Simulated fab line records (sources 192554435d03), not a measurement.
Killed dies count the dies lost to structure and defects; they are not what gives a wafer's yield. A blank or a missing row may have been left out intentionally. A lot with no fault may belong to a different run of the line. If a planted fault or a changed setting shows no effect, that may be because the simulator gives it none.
8D (eight disciplines) problem report, filled in by code -- flow n5 finfet -- the parts of the form that need people (team, actions taken, sign-off) are left out

## 1. THE PROBLEM
Wafers without a fault read 25.8 s, standard deviation 0.59; etch rf on time s at N5_BEOL_M3_ETCH_69 reads a mean of 19.0 s on 9 wafers belonging to 3 lots. Measured from the usual mean, that is -12 standard deviations.
The step: etches SiARC in CF4, target depth 15.6 nm, time 26 s.
Seen first at day 7 16:40 on rie diel-01, wafer L631.2. The record has a number at this step for 29 wafers belonging to 10 lots. By rule, "out" or "out of limits" means more than 4 standard deviations away from the usual mean. The rest of the wafers with a number are treated as sound.

## 2. WHAT IT IS, AND WHAT IT ISN'T
question,is,is not
which readings at this step,etch rf on time s,"bias w, drypump motor current A, rf vpp V, showerhead plenum p Torr"
which lots,"L631, L632, L637","L630, L634, L642, L643, L647, L648, L651"
which wafers of those lots,all that have a number,-
read on which tools,rie diel-01,"rie diel-03, rie diel-05"
when,from day 7 16:40,"up to then (2 sound wafers); but 18 sound wafers of L634, L642, L643, L647, L648, L651 came after"

## 3. SUSPECTS, AND WHAT RULES EACH OUT
Counting: a tool stays on the suspect list if, at a process step up to the reading, it processed all lots that are out and no sound lot following the first of them.
- rie diel-01 at N5_BEOL_M3_ETCH_69 (etches SiARC in CF4, target depth 15.6 nm, time 26 s): ruled out as a lasting fault. After its first lot that is out, L631 (day 7 16:40), sound lots L648, L651 ran on it.
Left after counting: nothing in the record.

## 4. THE CAUSE (what the simulator had put in)
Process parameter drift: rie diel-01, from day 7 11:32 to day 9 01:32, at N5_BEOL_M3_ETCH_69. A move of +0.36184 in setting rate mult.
Counting ruled it out, wrongly.

## 5. THE EFFECT CHAIN, in route order
One row per reading whose mean, taken over the struck wafers that have a number, lies over 3 standard deviations from the usual. Scope: only readings with a usual standard deviation given in the record; hours: median across lots of the time from each lot's start at the first step in this table that gives one to its start at this step; sigmas: change in usual standard deviations.
hours,step,reading,usual,on struck wafers,change,sigmas
0,N5_BEOL_M3_ETCH_69,etch rf on time s,25.8 s,19.0,-6.8,-12
Process steps it contains:
- N5_BEOL_M3_ETCH_69: etches SiARC in CF4, target depth 15.6 nm, time 26 s.
At these later measuring or inspecting steps, every struck wafer for which the step has a row has a number for every such reading, and none has moved that far: N5_BEOL_M4_RC_MEAS_101.

## 6. WHAT WOULD HAVE CAUGHT IT SOONER
In this record the first reading out of limits was taken at day 7 16:40, 5 hours after the fault began at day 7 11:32.
